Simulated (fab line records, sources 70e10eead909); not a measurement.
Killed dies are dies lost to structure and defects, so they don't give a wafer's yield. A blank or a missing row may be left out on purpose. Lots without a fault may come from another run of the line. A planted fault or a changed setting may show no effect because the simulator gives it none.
A struck lot beside a sound one | flow nand_harc | 14 steps out of a route of 1159
Sound: wafers L877.1, L877.4, L877.5. Struck: wafers L868.1, L868.6. (L868.3 of the same lot was not struck and is left out.) The cause comes at the end.
At each step with rows: each side's tool, then ch and its chambers, then its first start. Under that, the readings that differ: sound wafers | struck wafers | difference of the means | sigmas: that difference in standard deviations of wafers without a fault.
alike: readings whose means differ by less than 2 such deviations, and words and numbers that are the same on both sides. not compared: withheld readings, readings that some wafer has no value for, bounds like >300 that may hide the same value, and numbers for which the record gives no deviation and whose values overlap.
The two part at a step that has a row with sigmas, a row that says differs or no value, or rows on one side only. Numbers that don't overlap but have no deviation are shown without sigmas and don't part them. A reading that every wafer of one side lacks parts them only if that side has two wafers or more.

first, 7 steps without rows for these wafers: NHARC_A_STAIRCASE_COAT_178; NHARC_A_STAIRCASE_SOFTBAKE_179 (time 170 s); NHARC_A_STAIRCASE_EBR_180; NHARC_A_STAIRCASE_EXPOSE_181 (exposes mask STAIR 2); NHARC_A_STAIRCASE_PEB_182 (peb time 130 s); NHARC_A_STAIRCASE_DEVELOP_183 (time 140 s); NHARC_A_STAIRCASE_HARDBAKE_185 (time 140 s).
NHARC_A_STAIRCASE_DESCUM_186: chemistry O2, time 3 s.
  sound on rie_diel-02 ch 0,1,3, day 15 14:16; struck on rie_diel-08 ch 1,3, day 13 11:42
  alike: chamber_pressure_mTorr, drypump_motor_current_A, oes_product_au, rf_vpp_V, showerhead_plenum_p_Torr, throttle_valve_pct
  not compared: rf_hours_counter_h
NHARC_A_STAIRCASE_TRIM_187: chemistry O2, time 211.2 s.
  sound on rie_diel-02 ch 0,1, day 15 14:21; struck on rie_diel-08 ch 1,2, day 13 11:46
  reading               | sound             | struck      | difference | sigmas
  oes_product_au (a.u.) | 0.999 0.991 0.992 | 1.009 1.017 | +0.019     | +2
  alike: chamber_pressure_mTorr, drypump_motor_current_A, rf_vpp_V, showerhead_plenum_p_Torr, throttle_valve_pct
  not compared: rf_hours_counter_h
NHARC_A_STAIRCASE_ETCH_188: etches the open film in C4F8/O2, target depth 100 nm, time 40.5 s.
  sound on rie_diel-02 ch 0,1,3; struck on rie_diel-08 ch 0,1
  alike: bias_w, chamber_pressure_mTorr, oes_product_au, rf_vpp_V
  not compared: rf_hours_counter_h
NHARC_A_STAIRCASE_TRIM_189: chemistry O2, time 211.2 s.
  sound on rie_diel-02 ch 0,1; struck on rie_diel-08 ch 0,1
  alike: chamber_pressure_mTorr, drypump_motor_current_A, oes_product_au, rf_vpp_V, showerhead_plenum_p_Torr, throttle_valve_pct
  not compared: rf_hours_counter_h
NHARC_A_STAIRCASE_ETCH_190: etches the open film in C4F8/O2, target depth 100 nm, time 40.5 s.
  sound on rie_diel-02 ch 0,3, day 15 14:46; struck on rie_diel-08 ch 0,1, day 13 12:10
  reading               | sound             | struck      | difference | sigmas
  oes_product_au (a.u.) | 0.924 0.935 0.933 | 0.795 0.794 | -0.136     | -12
  alike: bias_w, chamber_pressure_mTorr, rf_vpp_V
  not compared: rf_hours_counter_h
NHARC_A_STAIRCASE_TRIM_191: chemistry O2, time 211.2 s.
  sound on rie_diel-02 ch 2,3; struck on rie_diel-08 ch 1
  alike: chamber_pressure_mTorr, drypump_motor_current_A, oes_product_au, rf_vpp_V, showerhead_plenum_p_Torr, throttle_valve_pct
  not compared: rf_hours_counter_h
-- the record jumps here: 9 days lie between the struck wafers' starts before and after (it left off in module A_STAIRCASE and takes up again in module END, whose first step shown is number 1159 of the route) --
NHARC_END_SORT_01:
  the record has rows for the struck wafers here (prober-01 ch 0, day 22 00:20) and none for the sound ones

WHERE THEY PART
First at NHARC_A_STAIRCASE_TRIM_187; last, within this record, at NHARC_END_SORT_01.

WHY: what the simulator had put in
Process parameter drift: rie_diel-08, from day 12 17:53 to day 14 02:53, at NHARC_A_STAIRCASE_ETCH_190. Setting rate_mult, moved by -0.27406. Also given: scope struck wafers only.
